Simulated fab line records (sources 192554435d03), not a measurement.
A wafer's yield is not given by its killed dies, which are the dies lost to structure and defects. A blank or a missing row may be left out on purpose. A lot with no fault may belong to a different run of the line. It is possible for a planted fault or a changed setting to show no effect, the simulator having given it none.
Which tool was responsible? -- flow n5Finfet -- 28 wafers from 10 lots sampled at 6 of the route's 1938 steps

## WHAT EACH GAUGE READ, for each wafer
N5_BEOL_M4_RC_MEAS_101.
lot,measured,on,DIBL_N (mV/V),DIBL_P (mV/V),IOFF_N (nA/um),IOFF_P (nA/um),ION_N (uA/um),ION_P (uA/um),SS_N (mV/dec),SS_P (mV/dec),VT_N (mV),VT_P (mV)
L902,day 8 14:34,prober-01,36.8 36.2 37.5,37.7 35.5 37.9,0.16 0.14 0.17,0.26 0.24 0.28,687 669 689,483 466 482,72.0 71.4 71.9,74.3 73.4 73.8,247 251 246,-246 -245 -246
L904,day 8 21:13,prober-01,37.0 32.8 34.7,38.6 32.4 35.2,0.17 0.09 0.12,0.24 0.14 0.18,697 651 666,480 450 459,71.6 71.4 71.6,72.8 71.4 72.1,247 259 253,-249 -254 -249
L909,day 10 00:09,prober-02,40.4 38.9,39.5 38.0,0.25 0.20,0.31 0.27,708 701,483 481,72.6 72.2,74.4 73.5,242 245,-243 -245
L912,day 10 20:28,prober-02,38.0 39.6,39.3 40.5,0.22 0.21,0.24 0.26,696 678,471 456,71.9 72.7,73.7 75.0,245 249,-251 -251
L913,day 11 02:35,prober-02,39.9 41.4 40.8,41.3 42.9 42.1,0.23 0.26 0.24,0.32 0.39 0.35,704 688 692,487 475 484,72.3 72.9 71.7,74.4 74.6 74.7,243 241 241,-244 -241 -241
L916,day 11 22:19,prober-01,41.3 36.2 35.9,41.0 35.4 33.3,0.29 0.17 0.14,0.34 0.23 0.19,697 689 667,476 479 455,71.5 71.1 71.7,74.8 73.6 72.6,239 246 251,-244 -246 -250
L917,day 12 05:07,prober-02,33.5 32.0 35.5,34.4 33.1 35.0,0.14 0.13 0.16,0.20 0.19 0.21,669 679 652,463 468 450,70.6 70.6 71.8,73.1 72.6 73.5,251 249 251,-249 -250 -253
L921,day 13 04:02,prober-01,38.4 36.2 38.8,38.8 35.8 39.9,0.19 0.15 0.20,0.27 0.22 0.29,677 662 677,475 462 469,71.7 71.6 72.2,73.7 72.5 73.6,246 252 248,-244 -245 -245
L922,day 13 07:53,prober-02,40.7 35.8 39.5,41.8 35.6 41.2,0.23 0.14 0.22,0.30 0.20 0.28,679 662 677,467 462 464,72.8 71.7 73.2,73.9 73.1 74.6,244 252 246,-248 -252 -249
L923,day 13 12:40,prober-01,38.2 38.9 34.8,37.6 41.0 34.9,0.17 0.22 0.12,0.22 0.31 0.19,663 688 654,455 470 460,72.4 72.6 71.5,73.6 74.6 73.9,254 244 257,-252 -246 -251

N5_BEOL_M6_OCD_MEAS_38.
lot,measured,on,trenchDepthNm (nm)
L902,day 9 09:08,ocd-02,92.4 96.6 91.5
L904,day 9 13:42,ocd-02,96.8 93.0 97.2
L909,day 10 15:31,ocd-02,97.7 91.1
L912,day 11 16:41,ocd-02,92.1 93.2
L913,day 11 20:32,ocd-02,96.1 94.1 96.6
L916,day 12 22:13,ocd-01,95.6 91.8 96.3
L917,day 13 00:52,ocd-02,91.2 96.1 96.6
L921,day 14 01:47,ocd-02,96.1 94.5 93.9
L922,day 14 04:37,ocd-01,95.0 95.3 95.3
L923,day 14 06:55,ocd-02,96.4 96.3 96.6

N5_BEOL_M6_THK_MEAS_53: measures by xrf.
lot,measured,on,M6_THK (nm)
L902,day 9 11:58,filmMetro-01,77.2 81.7 76.3
L904,day 9 16:33,filmMetro-02,82.1 81.0 80.9
L909,day 10 18:15,filmMetro-02,84.5 78.7
L912,day 11 20:43,filmMetro-01,79.3 80.5
L913,day 11 23:50,filmMetro-02,82.6 80.7 83.6
L916,day 13 01:04,filmMetro-02,82.0 77.8 83.1
L917,day 13 04:18,filmMetro-02,79.0 83.5 82.0
L921,day 14 05:03,filmMetro-02,82.6 80.3 80.2
L922,day 14 07:54,filmMetro-01,81.0 81.6 81.6
L923,day 14 09:30,filmMetro-01,84.3 82.8 81.9

N5_BEOL_M7_THK_MEAS_01.
lot,measured,on,M7_ILD_THK (nm)
L902,day 9 12:44,filmMetro-02,154.2 156.2 156.3
L904,day 9 17:19,filmMetro-01,153.8 154.3 157.0
L909,day 10 19:26,filmMetro-02,221.6 153.5
L912,day 11 22:57,filmMetro-02,155.3 222.8
L913,day 12 00:50,filmMetro-01,155.1 155.9 159.5
L916,day 13 01:53,filmMetro-01,154.4 155.4 153.3
L917,day 13 05:33,filmMetro-02,156.6 159.8 156.4
L921,day 14 06:33,filmMetro-01,157.2 156.2 157.2
L922,day 14 09:10,filmMetro-01,152.5 157.8 158.1
L923,day 14 10:16,filmMetro-01,153.9 157.9 155.9

## EACH LOT AND THE TOOL THAT RAN IT (in order: tool; ch and the chambers of the sampled wafers; start)
lot,N5_BEOL_M6_DEP_56,N5_BEOL_M7_ILD_DEP_00
L902,"pecvd-02 ch 0,1,2, day 9 12:02","pecvd-03 ch 1,2, day 9 12:10"
L904,"pecvd-02 ch 1,2, day 9 16:37","pecvd-04 ch 0,2, day 9 16:44"
L909,"pecvd-02 ch 1,2, day 10 18:19","pecvd-04 ch 2, day 10 18:28"
L912,"pecvd-02 ch 1,2, day 11 20:47","pecvd-04 ch 0,1, day 11 20:55"
L913,"pecvd-02 ch 0,1, day 11 23:54","pecvd-03 ch 0,2, day 12 00:02"
L916,"pecvd-01 ch 0,2, day 13 01:08","pecvd-02 ch 0,1, day 13 01:16"
L917,"pecvd-02 ch 0,1,2, day 13 04:23","pecvd-03 ch 0,1,2, day 13 04:31"
L921,"pecvd-01 ch 0,2, day 14 05:07","pecvd-03 ch 1,2, day 14 05:14"
L922,"pecvd-02 ch 0,1, day 14 07:58","pecvd-03 ch 0,1, day 14 08:06"
L923,"pecvd-02 ch 0,2, day 14 09:34","pecvd-03 ch 0,1, day 14 09:41"
- N5_BEOL_M6_DEP_56: deposits SiCN from 3MS/NH3, target thk 10 nm, time 17.5 s.
- N5_BEOL_M7_ILD_DEP_00: deposits SiCOH lowk from DEMS/porogen, target thk 179.75 nm, time 33.4 s.

## WHAT THE TOOLS THEMSELVES READ (means of the sampled wafers that have a number; where no wafer has one, the mark that the record gives instead)
N5_BEOL_M6_DEP_56.
lot,tool,rfFwdPowerW (W),showerheadPlenumPTorr (Torr),throttleValvePct (%)
L902,pecvd-02,199.2,3.662,9.2
L904,pecvd-02,199.5,3.664,9.1
L909,pecvd-02,199.1,3.672,9.4
L912,pecvd-02,199.4,3.668,9.5
L913,pecvd-02,199.0,3.687,9.8
L916,pecvd-01,199.8,3.658,8.5
L917,pecvd-02,199.1,3.669,9.1
L921,pecvd-01,199.0,3.675,8.5
L922,pecvd-02,199.8,3.686,9.7
L923,pecvd-02,199.3,3.656,8.6

N5_BEOL_M7_ILD_DEP_00.
lot,tool,heaterPowerW (W),rfFwdPowerW (W),showerheadPlenumPTorr (Torr),throttleValvePct (%)
L902,pecvd-03,257,495.1,5.718,12.5
L904,pecvd-04,243,495.6,5.740,13.5
L909,pecvd-04,244,494.9,5.747,14.1
L912,pecvd-04,297,496.1,5.739,13.5
L913,pecvd-03,223,494.2,5.744,14.8
L916,pecvd-02,280,492.8,5.753,13.9
L917,pecvd-03,251,495.3,5.737,13.8
L921,pecvd-03,273,497.0,5.712,13.0
L922,pecvd-03,264,495.0,5.737,13.6
L923,pecvd-03,263,495.4,5.734,13.8

## THE ANSWER, worked out from the rows above alone
Rule: the lots themselves supply what counts as usual. The widest of any qualifying gaps counts: lots, ordered by their means at a reading, are off when they make up no more than a third of the lots, leave a main group of 4 or more, and stand apart from it by 3 or more times the standard deviation of that group's means. If all means in a main group match to the digits the tables above print for the reading, that group is not used. Also off: a lot with no number at a reading for which 4 or more lots have one. All remaining lots with rows at the step are treated as sound. The gauges are gone through in route order, then the tools' own readings, and for those a lot's mean is taken as printed above. The first step at which some lot is off is used, and at that step the reading that is off furthest; a lot without a number counts as furthest.
Off: at N5_BEOL_M7_THK_MEAS_01 (M7_ILD_THK), L909, L912. The main group has a mean of 156.0 nm with a standard deviation of 0.99.
A tool fits if, at a process step before that reading, it ran every lot that is off, and no sound lot after the first of them. Those tools and the gauges at N5_BEOL_M7_THK_MEAS_01 are tried in the same way. One fits: pecvd-04 at N5_BEOL_M7_ILD_DEP_00. A fault onset in the window from L904 (day 9 16:44, its last sound lot) to L909 (day 10 18:28, its first lot off) fits.

## WHAT THE SIMULATOR PUT IN
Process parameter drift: pecvd-04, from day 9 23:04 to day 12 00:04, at N5_BEOL_M7_ILD_DEP_00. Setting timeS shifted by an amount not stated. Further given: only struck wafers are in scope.
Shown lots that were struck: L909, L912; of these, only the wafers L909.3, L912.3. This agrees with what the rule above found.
